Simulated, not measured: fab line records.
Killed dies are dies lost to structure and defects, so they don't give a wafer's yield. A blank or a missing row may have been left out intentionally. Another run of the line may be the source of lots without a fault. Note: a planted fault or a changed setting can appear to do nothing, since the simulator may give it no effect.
A struck lot beside a sound one | flow n5Finfet | 19 steps out of a route of 1938
Sound: these wafers, L372.2, L372.3, L372.6. The struck wafers were L362.1, L362.5, L362.6. Last of all comes the cause.
Each step with rows lists, per side, the tool, then ch with its chambers, then its first start. Under that, the readings that differ: sound wafers | struck wafers | difference of the means | sigmas: that difference in standard deviations of wafers without a fault.
alike: readings with means less than 2 such deviations apart, plus words and numbers identical on both sides. not compared: withheld readings, readings lacking a value on some wafer, bounds such as >300 that could conceal the same value, and numbers that have no deviation in the record and whose values overlap.
A row with sigmas, a row that says differs or no value, or rows on one side alone: a step with any of these is where the two part. When numbers do not overlap yet have no deviation, they are printed without sigmas and do not part them. A reading that every wafer of one side lacks parts them only if that side has two wafers or more.

N5_BEOL_M15_DESCUM_33: chemistry O2, time 7.9 s.
  sound on rieDiel-06 ch 0,2,3, day 17 05:09; struck on rieDiel-06 ch 0,3, day 15 23:20
  alike: biasPowerW, drypumpMotorCurrentA, oesProductAu, rfVppV, showerheadPlenumPTorr, throttleValvePct
  not compared: rfHoursCounterH
N5_BEOL_M15_ETCH_61: etches BARC in N2/H2, target depth 89 nm, overetch 26.7 nm, time 67.9 s.
  sound on rieDiel-06 ch 0,2,3, day 17 05:11; struck on rieDiel-06 ch 0,3, day 15 23:22
  alike: drypumpMotorCurrentA, oesProductAu, rfVppV, showerheadPlenumPTorr, throttleValvePct
  not compared: rfHoursCounterH
then, 1 step without rows for these wafers: N5_BEOL_M15_TRENCH_ETCH_34 (etches SiO2 in C4F8/O2/Ar, target depth 872.93 nm, time 199 s).
N5_BEOL_M15_STRIP_36: strips in O2.
  sound on rieDiel-06 ch 1,3, day 17 17:22; struck on rieDiel-02 ch 0,2, day 16 01:50
reading    | sound       | struck      | difference | sigmas
rfVppV (V) | 5.3 5.2 5.1 | 3.2 1.9 3.3 | -2.4       | -3
  alike: drypumpMotorCurrentA, oesProductAu, showerheadPlenumPTorr, throttleValvePct
  not compared: rfHoursCounterH
N5_BEOL_M15_STRIP_62: strips in O2.
  sound: rieDiel-06 ch 1,3; struck: rieDiel-02 ch 0,2
reading             | sound          | struck         | difference | sigmas
oesProductAu (a.u.) | 0.96 0.78 0.97 | 0.76 0.76 0.69 | -0.17      | -2
  alike: drypumpMotorCurrentA, rfVppV, showerheadPlenumPTorr, throttleValvePct
  not compared: rfHoursCounterH
then, 6 steps without rows for these wafers: N5_BEOL_M15_STRIP_37 (strips in O2); N5_BEOL_M15_ETCH_38 (etches SiCN in CF4/N2, target depth 106.4 nm, time 120.5 s); N5_BEOL_M15_PRECLEAN_39 (cleans in residue remover, time 60 s); N5_BEOL_M15_SRD_40 (time 30 s, dry time 30 s); N5_BEOL_M15_DEGAS_41 (time 60 s); N5_BEOL_M15_PRE_CLEAN_42 (time 30 s).
N5_BEOL_M15_SPUTTER_43: material TaN, target thk 15 nm, time 24.19 s.
  sound on pvdSputter-02, day 17 18:02; struck on pvdSputter-02, day 16 02:46
  alike: biasV, throttleValvePct
N5_BEOL_M15_SPUTTER_44: material Ta, target thk 15 nm, time 24.19 s.
  sound on pvdSputter-02, day 17 18:07; struck on pvdSputter-02, day 16 02:50
  alike: biasV, throttleValvePct
then, 3 steps without rows for these wafers: N5_BEOL_M15_SPUTTER_45 (material Cu, target thk 100 nm, time 16.67 s); N5_BEOL_M15_ECD_47 (material Cu, target thk 1860 nm); N5_BEOL_M15_ANNEAL_48 (time 90 s).
N5_BEOL_M15_CMP_49: polishes, stops on SiO2, t overpolish 4.9 s, target thk 850 nm.
  sound on cmp-04 ch 0,2,3, day 17 19:19; struck on cmp-04 ch 0,3, day 16 03:38
reading                   | sound          | struck         | difference | sigmas
barrierFieldEndpointS (s) | 11.5 11.5 11.5 | 17.8 17.5 17.9 | +6.2       | +17
  alike: clearingPlatenDownForcePsi, motorCurrentA, overpolishRunS, slurryFilterDpKPa
N5_BEOL_M15_THK_MEAS_50: measures by xrf.
  sound on filmMetro-01, day 17 19:36; struck on filmMetro-01, day 16 03:54
  alike: M15_THK
N5_PASSIVATION_PROBE_49:
  sound on prober-01, day 18 12:05; struck on prober-01, day 16 17:59
  alike: defectLimitedYield, killed_at_M0_to_M3, killed_at_M4_up, killedAtContacts, killedAtFrontEnd, killedAtOther, killedDies, killedOpen, killedShort, sort_bin_4_leakage, sort_bin_5_function, sort_bin_6_memory, sort_bin_8_speed, sortNPass, sortYieldPct

WHERE THEY PART
First at N5_BEOL_M15_STRIP_36; last, within this record, at N5_BEOL_M15_CMP_49. Later steps at which nothing parts them and some readings are alike: N5_BEOL_M15_THK_MEAS_50, N5_PASSIVATION_PROBE_49.

WHY: whatever the simulator had introduced
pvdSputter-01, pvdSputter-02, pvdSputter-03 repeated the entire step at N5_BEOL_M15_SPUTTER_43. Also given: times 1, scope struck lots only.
